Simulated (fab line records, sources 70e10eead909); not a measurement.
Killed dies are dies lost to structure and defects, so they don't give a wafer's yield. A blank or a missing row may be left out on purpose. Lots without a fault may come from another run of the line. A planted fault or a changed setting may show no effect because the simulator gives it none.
fab line records | flow nand_harc
record lots=7 wafers=18 last_day=34
route steps=1302 shown A_DECK1_JOINT@533 A_ONON_D2@545
lots that met no fault: from a run of the same line without faults
start_h: hours from the record's first day to the start of the lot's first wafer shown | wait_h: hours since the lot's step before | " the same as in the row above | L1.1+2: a row that stands for several wafers | - no value, or no start given | * or withheld: withheld | < > ~ a bound
route shown NAME@n: a module of which the file shows steps, and the number in the route of the first | usual: mean/standard deviation of fault-free wafers | same: alike in all rows | chamber/n: place in a boat | sites: the reading at each site | _std_site: their standard deviation | _edge_site: outer sites' mean less inner sites' | radius_mm: how far each site lies from the wafer's centre | mask NAME#n: copy n | behind: the tool/chamber that last shaped the wafer | hold: why the lot was held/for how many hours/how that ended | device: the transistor (n, p or np) that didn't switch | end of line: the same wafers' tests at the end of the route | a step without rows: its recipe alone | killed: dies lost to structure and defects at the first sort, not the wafer's yield | map: a wafer's dies, x killed, . not, _ none there
set.NAME: the setting as run; set.NAME@STEP: as run at that earlier step | model.NAME: the simulator's own value behind a step, which no gauge read
lots at some steps of the route; a table a step, a row a wafer
services: from which hour (start_h, from the record's first day; less than 0 if before it) a tool's chamber was out of use, for how many hours, and why
## steps
# step NHARC_A_DECK1_JOINT_CVD_34
# recipe target_thk_a=200 temp_c=700 pressure_mtorr=300 material=SiNx
# step NHARC_A_DECK1_JOINT_DEP_06
# recipe target_thk_a=800 temp_c=65 material=SiOx
# step NHARC_A_DECK1_JOINT_CURE_26
# recipe temp_c=150 time_s=32 pressure_atm=0.395
# step NHARC_A_DECK1_JOINT_ANNEAL_27
# recipe temp_c=400 time_s=3600 idle_temp_c=300 ramp_up_c_per_min=10 densification_p_h2o_torr=640
# step NHARC_A_DECK1_JOINT_ANNEAL_28
# recipe temp_c=500 time_s=1800 idle_temp_c=400 ramp_up_c_per_min=10 densification_p_h2o_torr=640
# step NHARC_A_DECK1_JOINT_ANNEAL_29
# recipe temp_c=750 time_s=1800 idle_temp_c=500 ramp_up_c_per_min=10 ramp_down_c_per_min=3
# step NHARC_A_DECK1_JOINT_CMP_02
# recipe material=SiOx
# usual motor_current_A=12.3/1.4 retaining_ring_pressure_frac=1.000/0.0053
# columns lot.wafer tool chamber start_h wait_h motor_current_A retaining_ring_pressure_frac
L231.3 cmp-03 3 294.52 0.4 11.4 1.009
L231.4 " 0 " " 8.1 0.999
L231.6 " 0 " " 8.5 1.004
L238.6 cmp-04 3 373.90 0.5 13.5 1.000
L238.5 " 0 " " 12.4 0.995
L240.2 cmp-03 1 385.04 0.4 10.9 1.002
L240.5 " 1 " " 10.8 1.005
L242.3 cmp-04 3 399.77 0.4 13.7 1.002
L242.2 " 0 " " 11.7 1.004
L245.2 cmp-01 0 446.74 0.4 13.5 0.996
L245.3 " 2 " " 12.5 1.002
L245.6 " 1 " " 13.6 0.995
L249.3 cmp-03 0 478.86 0.4 8.5 0.990
L249.4 " 3 " " 11.2 0.996
L249.6 " 0 " " 8.6 0.997
L251.3 cmp-04 0 502.12 0.4 12.1 1.003
L251.4 " 1 " " 13.7 0.999
L251.5 " 3 " " 13.3 1.005
# step NHARC_A_DECK1_JOINT_SRD_15
# step NHARC_A_DECK1_JOINT_DEP_16
# recipe target_thk_a=450 temp_c=400 pressure_torr=6.5 rf_w=900 teos_flow_sccm=161.4 flow_sccm=2650 target_thk_nm=45 gas=O2 material=SiO2
# usual flow_sccm=2648/8.3 heater_power_w=529/88 throttle_valve_pct=15.8/0.64
# columns lot.wafer tool chamber start_h wait_h flow_sccm heater_power_w throttle_valve_pct
L231.3 pecvd-02 0 294.91 0.1 2655 424 15.3
L231.6 " 0 " " 2671 425 15.3
L231.4 " 2 " " 2649 559 15.5
L238.6 pecvd-02 2 374.28 0.2 2652 501 15.7
L238.5 " 1 " " 2658 544 16.5
L240.2 pecvd-04 1 385.46 0.1 2647 552 14.9
L240.5 " 2 " " 2642 476 16.3
L242.2 pecvd-01 0 400.15 0.1 2653 718 15.2
L242.3 " 1 " " 2636 534 16.5
L245.2 pecvd-04 1 447.13 0.1 2662 458 14.9
L245.3 " 0 " " 2646 647 16.0
L245.6 " 1 " " 2637 464 15.0
L249.4 pecvd-02 0 479.34 0.2 2660 451 15.4
L249.3 " 1 " " 2642 534 16.0
L249.6 " 1 " " 2634 532 16.1
L251.3 pecvd-04 2 502.48 0.1 2635 449 16.4
L251.5 " 0 " " 2634 568 15.4
L251.4 " 1 " " 2652 523 14.9
# step NHARC_A_DECK1_JOINT_THK_MEAS_17
# recipe thk_meas_gauge=ellipsometry
# usual thk_nm=44.8/1.1
# columns lot.wafer tool chamber start_h wait_h thk_nm
L231.3 film_metro-01 - 295.20 0.3 45.3
L231.4 " - " " 43.2
L231.6 " - " " 45.0
L238.5 film_metro-01 - 374.47 0.1 45.8
L238.6 " - " " 45.6
L240.2 film_metro-01 - 385.71 0.2 44.4
L240.5 " - " " 44.9
L242.2 film_metro-01 - 400.40 0.2 45.8
L242.3 " - " " 43.6
L245.2 film_metro-02 - 447.41 0.3 45.2
L245.3 " - " " 44.2
L245.6 " - " " 46.2
L249.3 film_metro-01 - 479.62 0.2 44.7
L249.4 " - " " 44.9
L249.6 " - " " 44.0
L251.3 film_metro-02 - 502.76 0.3 44.9
L251.4 " - " " 44.3
L251.5 " - " " 44.0
# step NHARC_A_DECK1_JOINT_INSPECT_05
# usual raw_defect_count=317/130
# columns lot.wafer tool chamber start_h wait_h raw_defect_count
L231.3 defect_inspect-01 - 295.23 0.0 453
L231.4 " - " " 523
L231.6 " - " " 325
L238.5 defect_inspect-02 - 374.51 0.0 268
L238.6 " - " " 244
L240.2 defect_inspect-02 - 385.75 0.0 180
L240.5 " - " " 131
L242.2 defect_inspect-02 - 400.43 0.0 349
L242.3 " - " " 194
L245.2 defect_inspect-02 - 447.44 0.0 206
L245.3 " - " " 330
L245.6 " - " " 211
L249.3 defect_inspect-02 - 479.66 0.0 170
L249.4 " - " " 311
L249.6 " - " " 239
L251.3 defect_inspect-02 - 502.80 0.0 605
L251.4 " - " " 913
L251.5 " - " " 665
# step NHARC_A_ONON_D2_DEP_00
# recipe target_thk_a=10000 n2_flow_sccm=2750 n2o_flow_sccm=2000 nh3_flow_sccm=500 sih4_flow_sccm=210 temp_c=400
# usual n2o_flow_sccm=1999/5.3
# columns lot.wafer tool chamber start_h wait_h n2o_flow_sccm
L231.3 pecvd_onon-03 0 295.42 0.2 2000
L231.4 " 0 " " 2004
L231.6 " 0 " " 1997
L238.5 pecvd_onon-03 0 374.81 0.3 1995
L238.6 " 0 " " 2009
L240.2 pecvd_onon-03 0 385.87 0.1 2001
L240.5 " 0 " " 2003
L242.2 pecvd_onon-03 0 400.55 0.1 2000
L242.3 " 0 " " 1993
L245.2 pecvd_onon-04 0 447.57 0.1 1998
L245.3 " 0 " " 1998
L245.6 " 0 " " 2003
L249.3 pecvd_onon-02 0 479.84 0.2 1994
L249.4 " 0 " " 1992
L249.6 " 0 " " 1996
L251.3 pecvd_onon-03 0 502.98 0.2 1999
L251.4 " 0 " " 2002
L251.5 " 0 " " 2008
# step NHARC_A_ONON_D2_THK_MEAS_02
# recipe thk_meas_gauge=ellipsometry
# usual thk_nm=1001/7.6
# columns lot.wafer tool chamber start_h wait_h thk_nm
L231.3 film_metro-02 - 295.82 - 990
L231.4 " - " " 988
L231.6 " - " " 989
L238.5 film_metro-01 - 375.09 - 990
L238.6 " - " " 1084
L240.2 film_metro-01 - 386.33 - 1085
L240.5 " - " " 991
L242.2 film_metro-02 - 401.01 - 1087
L242.3 " - " " 993
L245.2 film_metro-02 - 448.02 - 995
L245.3 " - " " 995
L245.6 " - " " 994
L249.3 film_metro-02 - 480.24 - 1000
L249.4 " - " " 1000
L249.6 " - " " 999
L251.3 film_metro-02 - 503.37 - 1003
L251.4 " - " " 1002
L251.5 " - " " 1004
# step NHARC_A_ONON_D2_DEP_03
# recipe target_thk_a=10000 n2_flow_sccm=2750 n2o_flow_sccm=2000 nh3_flow_sccm=500 sih4_flow_sccm=210 temp_c=400
## services
# columns tool chamber start_h hours kind
cmp-01 - 283.59 4.0 pm
cmp-03 - 290.37 2.7 repair
cmp-04 - 307.11 4.0 pm
pecvd_onon-04 - 311.23 13.0 pm
cmp-03 - 327.36 4.2 repair
cmp-01 - 333.27 1.0 repair
pecvd-02 - 337.71 0.2 repair
cmp-03 - 340.83 1.1 repair
cmp-01 - 342.48 1.8 repair
cmp-03 - 358.06 4.0 pm
pecvd_onon-02 - 366.00 13.0 pm
pecvd-04 - 383.17 1.3 repair
pecvd-02 2 384.12 186.0 repair
pecvd_onon-03 - 393.57 2.8 repair
cmp-04 - 405.19 4.0 pm
pecvd_onon-03 - 408.00 13.0 pm
pecvd-02 - 408.37 13.0 pm
pecvd-04 0 424.12 5.8 repair
cmp-03 - 426.93 0.4 repair
pecvd-04 - 450.22 13.0 pm
cmp-03 - 456.06 4.0 pm
cmp-03 - 464.84 0.8 repair
cmp-03 - 484.90 0.9 repair
cmp-03 - 494.66 0.5 repair
## key
first_sign step=NHARC_A_ONON_D2_THK_MEAS_02 reading=thk_nm direction=up sigmas=11 usual=1001 struck=1085
effect none on later readings
met_at NHARC_A_ONON_D2_DEP_00
struck_wafers L238.6,L240.2,L242.2
later_rows_left_out L238.6,L240.2,L242.2
sort_left_out L238.6,L240.2,L242.2
tester_left_out L238,L240,L242
onset_between 295.42 374.81
fault kind=process_parameter_drift tool=pecvd_onon-03 chamber=- onset_h=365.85 steps=NHARC_A_ONON_D2_DEP_00 channel=target_thk_a offset=* shape=step end_h=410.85 scope=struck_wafers_only acts_in=* stated=*
# tester_left_out: of these lots the tester's yield and bins aren't shown, on N5 and GAA mostly nor the transistor test; their killed dies are dies lost to structure and defects alone, not to doping, threshold or leakage, so they don't give the yield
# sort_left_out: the simulated sort isn't trusted on such a fault, so these wafers' sort isn't shown, and their yield isn't known
# later_rows_left_out: the simulator's readings of these wafers behind a module that went badly wrong aren't trusted and aren't shown, but for the sort
